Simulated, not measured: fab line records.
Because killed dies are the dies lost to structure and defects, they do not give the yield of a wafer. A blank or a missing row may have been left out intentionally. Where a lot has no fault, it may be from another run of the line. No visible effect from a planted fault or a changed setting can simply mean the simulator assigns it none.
Which of the tools did it? :: flow nand-harc :: 36 wafers from 12 lots sampled at 3 of the route's 1302 steps

== WHAT THE GAUGES READ, wafer by wafer ==
NHARC_P_M2_CD_MEAS_09 targets a cd of 170 nm.
lot: L075
measured: day 6 15:36
on: cd-sem-01
cd-nm (nm): 170.2 171.0 171.1

lot: L077
measured: day 7 19:53
on: cd-sem-02
cd-nm (nm): 169.2 169.3 169.4

lot: L079
measured: day 8 06:10
on: cd-sem-02
cd-nm (nm): 169.8 170.1 169.3

lot: L081
measured: day 9 08:55
on: cd-sem-02
cd-nm (nm): 170.8 169.9 169.7

lot: L083
measured: day 10 03:09
on: cd-sem-02
cd-nm (nm): 169.9 169.9 170.5

lot: L085
measured: day 11 09:07
on: cd-sem-02
cd-nm (nm): 169.4 169.5 169.2

lot: L087
measured: day 11 19:01
on: cd-sem-02
cd-nm (nm): 171.0 169.7 170.5

lot: L089
measured: day 12 12:35
on: cd-sem-02
cd-nm (nm): 169.6 171.2 170.5

lot: L091
measured: day 13 10:54
on: cd-sem-03
cd-nm (nm): 170.5 169.8 169.8

lot: L093
measured: day 14 09:09
on: cd-sem-03
cd-nm (nm): 171.0 169.8 170.2

lot: L095
measured: day 15 14:13
on: cd-sem-01
cd-nm (nm): 170.7 169.3 170.7

lot: L097
measured: day 16 00:17
on: cd-sem-03
cd-nm (nm): 169.4 169.6 169.8

== WHAT TOOL EACH LOT RAN ON (gives the tool, then ch and the chambers of the sampled wafers, and finally the start) ==
lot: L075
NHARC_P_M1_DESCUM_14: rie-diel-10 ch 0,1,3, day 6 11:22
NHARC_P_M1_PRE_CLEAN_30: pvd-sputter-01, day 6 15:36 or earlier

lot: L077
NHARC_P_M1_DESCUM_14: rie-diel-09 ch 0,3, day 7 16:02
NHARC_P_M1_PRE_CLEAN_30: pvd-sputter-01, day 7 19:53 or earlier

lot: L079
NHARC_P_M1_DESCUM_14: rie-diel-09 ch 0,1,2, day 8 02:20
NHARC_P_M1_PRE_CLEAN_30: pvd-sputter-01, day 8 06:10 or earlier

lot: L081
NHARC_P_M1_DESCUM_14: rie-diel-12 ch 1,2,3, day 9 04:58
NHARC_P_M1_PRE_CLEAN_30: pvd-sputter-01, day 9 08:55 or earlier

lot: L083
NHARC_P_M1_DESCUM_14: rie-diel-10 ch 0,2,3, day 9 23:10
NHARC_P_M1_PRE_CLEAN_30: pvd-sputter-03, day 10 03:09 or earlier

lot: L085
NHARC_P_M1_DESCUM_14: rie-diel-09 ch 0,1,3, day 11 05:09
NHARC_P_M1_PRE_CLEAN_30: pvd-sputter-02, day 11 09:07 or earlier

lot: L087
NHARC_P_M1_DESCUM_14: rie-diel-10 ch 0,1,2, day 11 15:02
NHARC_P_M1_PRE_CLEAN_30: pvd-sputter-03, day 11 19:01 or earlier

lot: L089
NHARC_P_M1_DESCUM_14: rie-diel-10 ch 0,2,3, day 12 08:37
NHARC_P_M1_PRE_CLEAN_30: pvd-sputter-01, day 12 12:35 or earlier

lot: L091
NHARC_P_M1_DESCUM_14: rie-diel-09 ch 0,3, day 13 06:56
NHARC_P_M1_PRE_CLEAN_30: pvd-sputter-02, day 13 10:54 or earlier

lot: L093
NHARC_P_M1_DESCUM_14: rie-diel-09 ch 0,1,2, day 14 05:10
NHARC_P_M1_PRE_CLEAN_30: pvd-sputter-01, day 14 09:09 or earlier

lot: L095
NHARC_P_M1_DESCUM_14: rie-diel-09 ch 1,3, day 15 10:24
NHARC_P_M1_PRE_CLEAN_30: pvd-sputter-02, day 15 14:13 or earlier

lot: L097
NHARC_P_M1_DESCUM_14: rie-diel-10 ch 1,2, day 15 20:14
NHARC_P_M1_PRE_CLEAN_30: pvd-sputter-02, day 16 00:17 or earlier
- NHARC_P_M1_DESCUM_14: chemistry O2, time 3 s.
- NHARC_P_M1_PRE_CLEAN_30: time 30 s.

== THE ANSWER, worked out from the rows above alone ==
Rule: the lots themselves supply what counts as usual. The widest of any qualifying gaps counts: lots, ordered by their means at a reading, are off when they make up no more than a third of the lots, leave a main group of 4 or more, and stand apart from it by 3 or more times the standard deviation of that group's means. Not used: any main group whose means are identical at the precision the tables above print for the reading. A lot without any number at a reading at which 4 lots or more have one is off too. Any other lot the step has rows for is counted as sound.
No lot is off at any reading shown: from this, nothing can be told.

== WHAT THE SIMULATOR HAD INSERTED ==
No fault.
